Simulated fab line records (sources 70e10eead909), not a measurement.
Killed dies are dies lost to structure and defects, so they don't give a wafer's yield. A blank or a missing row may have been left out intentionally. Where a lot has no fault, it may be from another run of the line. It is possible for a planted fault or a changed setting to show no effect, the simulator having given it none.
Problem report, 8D (eight disciplines) form, completed by code | flow nand-harc | the parts of the form that need people (team, actions taken, sign-off) are left out

## 1. THE PROBLEM
At NHARC_A_BLC_CMP_25, overpolish-run-s averages 17.300 s over 3 wafers from 3 lots, while fault-free wafers read 29.999 s, standard deviation 0.0087. So: -99 or more standard deviations from the usual mean.
The step: polishes, t overpolish 30 s, target thk 150 nm.
First observed at day 27 04:28: wafer L572.1, on cmp-03. At this step, 41 wafers from 14 lots have a number in the record. Rule for "out" (also "out of limits"): further than 4 standard deviations from the usual mean. The other wafers with a number count as sound.

## 2. WHAT IT IS, WHAT IT ISN'T
question                    | is                                   | is not
which readings at this step | overpolish-run-s, time-to-endpoint-s | motor-current-A
which lots                  | L572, L574, L576                     | L562, L564, L565, L566, L567, L568, L569, L571, L579, L583, L584
which wafers of those lots  | L572.1, L574.5, L576.1               | L572.3, L572.6, L574.4, L574.6, L576.2
read on which tools         | cmp-03                               | cmp-02
when                        | from day 27 04:28                    | up to then (26 sound wafers); but 12 sound wafers of L574, L576, L579, L583, L584 came after

## 3. WHAT RULES OUT EACH SUSPECT
Counting: a tool at a process step up to the reading stays a suspect if it ran every lot that is out. Sound lots after the first of them don't rule it out here, since some wafers of a struck lot are sound.
- cmp-03 at NHARC_A_BLC_CMP_25 (polishes, t overpolish 30 s, target thk 150 nm): kept. It processed each lot that is out (first: L572, day 27 04:28); up to then, its last sound lot is L571 (day 27 03:55). On those wafers its own readings are out: overpolish-run-s, time-to-endpoint-s.
- At NHARC_A_BLC_CMP_25, inside cmp-03: chamber 2 took the wafers that are out, while their sound lot-mates went through chambers 0, 1, 3.
Left after counting: cmp-03 at NHARC_A_BLC_CMP_25.

## 4. THE CAUSE (what the simulator had put in)
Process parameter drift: cmp-03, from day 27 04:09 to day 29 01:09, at NHARC_A_BLC_CMP_25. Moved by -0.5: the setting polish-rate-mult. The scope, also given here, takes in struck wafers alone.
The count eliminated every tool but this one.

## 5. THE CHAIN OF EFFECTS, in route order
Each row: a reading whose mean over the struck wafers that have a number lies more than 3 standard deviations from the usual. Scope: only readings with a usual standard deviation given in the record; hours: median across lots of the time from each lot's start at the first step in this table that gives one to its start at this step; sigmas: change in usual standard deviations.
hours | step               | reading            | usual    | on struck wafers | change  | sigmas
0     | NHARC_A_BLC_CMP_25 | overpolish-run-s   | 29.999 s | 17.300           | -12.699 | -99 or more
0     | NHARC_A_BLC_CMP_25 | time-to-endpoint-s | 30.7 s   | 60.4             | +29.7   | +11
Its process steps:
- NHARC_A_BLC_CMP_25: polishes, t overpolish 30 s, target thk 150 nm.
Later measuring or inspecting steps at which every struck wafer that the step has a row for has a number for every such reading, and none has moved that far: NHARC_END_SORT_01.

## 6. WHAT WOULD HAVE CAUGHT IT SOONER
In this record the first reading out of limits was taken at day 27 04:28, 0 hours after the fault began at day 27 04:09.
